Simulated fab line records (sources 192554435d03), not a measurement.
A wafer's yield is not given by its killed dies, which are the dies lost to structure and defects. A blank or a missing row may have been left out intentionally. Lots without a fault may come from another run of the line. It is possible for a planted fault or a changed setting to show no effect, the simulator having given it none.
Split-lot experiment | flow n5 finfet | on a route of 1938 steps: 7 lots, 21 wafers read

== THE SPLIT ITSELF ==
At N5_BEOL_M0_CUTY_EXPOSE_54 (exposes mask M0 ABLK), the setting dose mj was moved away from the recipe's 36 on 5 of the 21 wafers read, by -4.8% to +6.3%. For the rest of the wafers, this setting stayed at what the recipe calls for.

== FROM THE SPLIT TO THE READING: what the file shows between them, 2 steps ==
- N5_BEOL_M0_CUTY_PEB_55: peb time 60 s
- N5_BEOL_M0_CUTY_DEVELOP_56: develop time 30 s

== THE READING ==
Shown in nm: cd nm at N5_BEOL_M0_CUTY_CD_MEAS_57, with target cd 200 nm. A value of 200.3 nm with a standard deviation of 0.78 nm is what fault-free wafers of this fab line usually give.

wafer  | tool, chamber at the split | dose mj as run | against the recipe | cd nm, nm | against lot-mates on the recipe
L074.2 | arfi scanner-02, 0         | 36             | recipe             | 198.8     | -
L074.3 | arfi scanner-02, 0         | 36             | recipe             | 198.8     | -
L074.4 | arfi scanner-02, 0         | 38.27          | +6.3%              | 195.8     | -3.0
L080.2 | arfi scanner-02, 0         | 34.27          | -4.8%              | 202.5     | +2.1
L080.3 | arfi scanner-02, 0         | 36             | recipe             | 200.0     | -
L080.6 | arfi scanner-02, 0         | 36             | recipe             | 200.8     | -
L082.4 | arfi scanner-03, 0         | 36             | recipe             | 200.8     | -
L082.5 | arfi scanner-03, 0         | 34.5           | -4.2%              | 203.4     | +2.6
L082.6 | arfi scanner-03, 0         | 36             | recipe             | 200.8     | -
L086.1 | arfi scanner-02, 0         | 36             | recipe             | 200.4     | -
L086.4 | arfi scanner-02, 0         | 36             | recipe             | 200.5     | -
L086.5 | arfi scanner-02, 0         | 36             | recipe             | 200.9     | -
L089.1 | arfi scanner-01, 0         | 34.4           | -4.4%              | 203.7     | +4.0
L089.4 | arfi scanner-01, 0         | 36             | recipe             | 199.7     | -
L089.6 | arfi scanner-01, 0         | 36             | recipe             | 199.7     | -
L091.1 | arfi scanner-01, 0         | 36             | recipe             | 200.5     | -
L091.4 | arfi scanner-01, 0         | 36             | recipe             | 200.8     | -
L091.6 | arfi scanner-01, 0         | 37.65          | +4.6%              | 197.2     | -3.5
L093.3 | arfi scanner-01, 0         | 36             | recipe             | 200.1     | -
L093.4 | arfi scanner-01, 0         | 36             | recipe             | 201.3     | -
L093.6 | arfi scanner-01, 0         | 36             | recipe             | 201.7     | -

FIT RESULTS
A straight line over all 21 wafers: cd nm changes by -0.671 nm for each +1% of dose mj; r = -0.91; the points scatter about the line by 0.77 nm.
The same after taking each lot's own level away (the mean of its wafers on the recipe; 21 wafers): -0.606 nm for each +1%; r = -0.94; scatter 0.53 nm.
That fit puts the effect of the largest move of dose mj on the reading at 3.8 nm.
Measured against the standard deviation above, the lots' own levels, which go from 198.80 to 201.03 nm, span 2.9 times it.
Hence the slope depends on the lot-to-lot level, as the two fits are not the same.
Check: -4.29 nm against its lot-mates is what the line predicts for one of the wafers moved furthest among these (+6.3%) when that wafer is left out of the fit. It came out at -3 nm against them.

== ADDITIONAL SPLITS CARRIED BY THESE WAFERS ==
Other splits were also applied to these wafers ahead of the reading. Each is held against what the fit with the lots' levels taken away leaves over:
other split on the same wafers          | wafers away from the commonest value | r with cd nm (lot level and that fit taken away)
N5_SD_ACTIVATION_LSA_01 temp c          | 6                                    | +0.04
N5_MOL_CONTACT_COAG_SPUTTER_130 power w | 7                                    | +0.01
N5_MOL_CONTACT_COAG_COAT_76 spin rpm    | 7                                    | -0.14
N5_MOL_CONTACT_COAG_COAT_78 spin rpm    | 10                                   | -0.13
N5_BEOL_M0_SAQP_COAT_08 spin rpm        | 3                                    | +0.04

== THE WHOLE CHAIN: every reading that the file lists as answering this split, in the file's order ==
step                       | what it does                                                            | reading                                                                    | change (the file's fit)               | r (the file's)
N5_BEOL_M0_CUTY_CD_MEAS_57 | target cd 200 nm                                                        | cd nm                                                                      | -0.615 nm for each +1% of the setting | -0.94
N5_BEOL_M0_CUTY_ETCH_62    | etches SiARC in CF4, time 58.5 s                                        | BEOL_M0_CUTY.cd offset nm (the simulator's own value, which no gauge read) | -0.62 nm for each +1% of the setting  | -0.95
N5_BEOL_M0_CUTY_ETCH_63    | etches SOC in N2/H2, target depth 82.7 nm, overetch 16.5 nm, time 124 s | BEOL_M0_CUTY.cd offset nm (the simulator's own value, which no gauge read) | -0.651 nm for each +1% of the setting | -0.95

== FILE'S OWN FIT ==
cd nm changes by -0.615 nm for each +1% of dose mj, r = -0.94.
